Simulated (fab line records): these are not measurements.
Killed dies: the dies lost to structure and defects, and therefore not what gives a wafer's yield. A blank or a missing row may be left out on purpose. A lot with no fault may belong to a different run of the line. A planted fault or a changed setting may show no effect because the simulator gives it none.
Chamber matching / flow nandHarc / rieDiel-02 running NHARC_A_M1_ETCH_35: 4 sister chambers
The step etches the open film in N2/H2, target depth 40 nm, overetch 12 nm, time 43.94 s. 16 wafers are shown with their chamber, then 8 later ones without.

WAFERS WITH THEIR CHAMBER
wafer=L075.3; chamber=1; drypumpMotorCurrentA (A)=5.3; showerheadPlenumPTorr (Torr)=1.98; rfVppV (V)=427.7
wafer=L075.4; chamber=0; drypumpMotorCurrentA (A)=4.9; showerheadPlenumPTorr (Torr)=2.11; rfVppV (V)=431.3
wafer=L075.6; chamber=0; drypumpMotorCurrentA (A)=4.9; showerheadPlenumPTorr (Torr)=2.11; rfVppV (V)=431.5
wafer=L077.2; chamber=0; drypumpMotorCurrentA (A)=4.9; showerheadPlenumPTorr (Torr)=2.11; rfVppV (V)=432.1
wafer=L077.3; chamber=1; drypumpMotorCurrentA (A)=5.3; showerheadPlenumPTorr (Torr)=1.98; rfVppV (V)=428.6
wafer=L077.5; chamber=2; drypumpMotorCurrentA (A)=5.9; showerheadPlenumPTorr (Torr)=2.04; rfVppV (V)=429.3
wafer=L081.2; chamber=1; drypumpMotorCurrentA (A)=5.3; showerheadPlenumPTorr (Torr)=1.98; rfVppV (V)=428.9
wafer=L081.3; chamber=2; drypumpMotorCurrentA (A)=5.9; showerheadPlenumPTorr (Torr)=2.04; rfVppV (V)=431.1
wafer=L081.5; chamber=2; drypumpMotorCurrentA (A)=5.9; showerheadPlenumPTorr (Torr)=2.04; rfVppV (V)=429.6
wafer=L084.1; chamber=1; drypumpMotorCurrentA (A)=5.3; showerheadPlenumPTorr (Torr)=1.97; rfVppV (V)=428.0
wafer=L084.3; chamber=3; drypumpMotorCurrentA (A)=4.9; showerheadPlenumPTorr (Torr)=2.11; rfVppV (V)=431.9
wafer=L084.5; chamber=0; drypumpMotorCurrentA (A)=4.9; showerheadPlenumPTorr (Torr)=2.10; rfVppV (V)=433.0
wafer=L083.1; chamber=3; drypumpMotorCurrentA (A)=4.9; showerheadPlenumPTorr (Torr)=2.12; rfVppV (V)=432.1
wafer=L083.5; chamber=1; drypumpMotorCurrentA (A)=5.3; showerheadPlenumPTorr (Torr)=1.97; rfVppV (V)=428.7
wafer=L083.6; chamber=0; drypumpMotorCurrentA (A)=5.0; showerheadPlenumPTorr (Torr)=2.10; rfVppV (V)=433.8
wafer=L088.1; chamber=1; drypumpMotorCurrentA (A)=5.3; showerheadPlenumPTorr (Torr)=1.97; rfVppV (V)=428.4

SIGNATURES, as means of the wafers listed above
reading=drypumpMotorCurrentA; chamber 0=4.920; chamber 1=5.300; chamber 2=5.900; chamber 3=4.900; scatter within a chamber=0.0258
reading=showerheadPlenumPTorr; chamber 0=2.1060; chamber 1=1.9750; chamber 2=2.0400; chamber 3=2.1150; scatter within a chamber=0.00516
reading=rfVppV; chamber 0=432.340; chamber 1=428.383; chamber 2=430.000; chamber 3=432.000; scatter within a chamber=0.781
Rule: for each reading, subtract the chamber's mean from the wafer's reading, divide by that reading's scatter and square the result; add these up over the readings and take the root, which gives the wafer's distance from the chamber. The wafer belongs to the nearest chamber; if the next one is less than 2 further off, it can't be placed. How the scatter is found: for the shown wafers, subtract from each reading the mean of its chamber, square and add these, divide the total by (wafers less chambers), then take the root.

WAFERS MISSING THEIR CHAMBER
wafer=L088.2; drypumpMotorCurrentA (A)=5.9; showerheadPlenumPTorr (Torr)=2.04; rfVppV (V)=429.2
wafer=L088.5; drypumpMotorCurrentA (A)=5.9; showerheadPlenumPTorr (Torr)=2.04; rfVppV (V)=431.7
wafer=L094.4; drypumpMotorCurrentA (A)=4.9; showerheadPlenumPTorr (Torr)=2.11; rfVppV (V)=431.0
wafer=L094.5; drypumpMotorCurrentA (A)=5.9; showerheadPlenumPTorr (Torr)=2.04; rfVppV (V)=430.6
wafer=L094.6; drypumpMotorCurrentA (A)=5.3; showerheadPlenumPTorr (Torr)=1.97; rfVppV (V)=428.5
wafer=L096.3; drypumpMotorCurrentA (A)=4.9; showerheadPlenumPTorr (Torr)=2.10; rfVppV (V)=432.5
wafer=L096.4; drypumpMotorCurrentA (A)=5.9; showerheadPlenumPTorr (Torr)=2.04; rfVppV (V)=430.5
wafer=L096.5; drypumpMotorCurrentA (A)=4.9; showerheadPlenumPTorr (Torr)=2.10; rfVppV (V)=431.5

CHAMBER TAKEN BY EACH
wafer=L088.2; from the rows above=2; in truth=2
wafer=L088.5; from the rows above=2; in truth=2
wafer=L094.4; from the rows above=can't be placed: 3 or 0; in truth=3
wafer=L094.5; from the rows above=2; in truth=2
wafer=L094.6; from the rows above=1; in truth=1
wafer=L096.3; from the rows above=can't be placed: 0 or 3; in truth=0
wafer=L096.4; from the rows above=2; in truth=2
wafer=L096.5; from the rows above=can't be placed: 0 or 3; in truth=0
Placed correctly: 5 of 8. Cannot be placed on the basis of these rows: 3; the candidates contain the true chamber in 3. Number placed wrongly: 0.
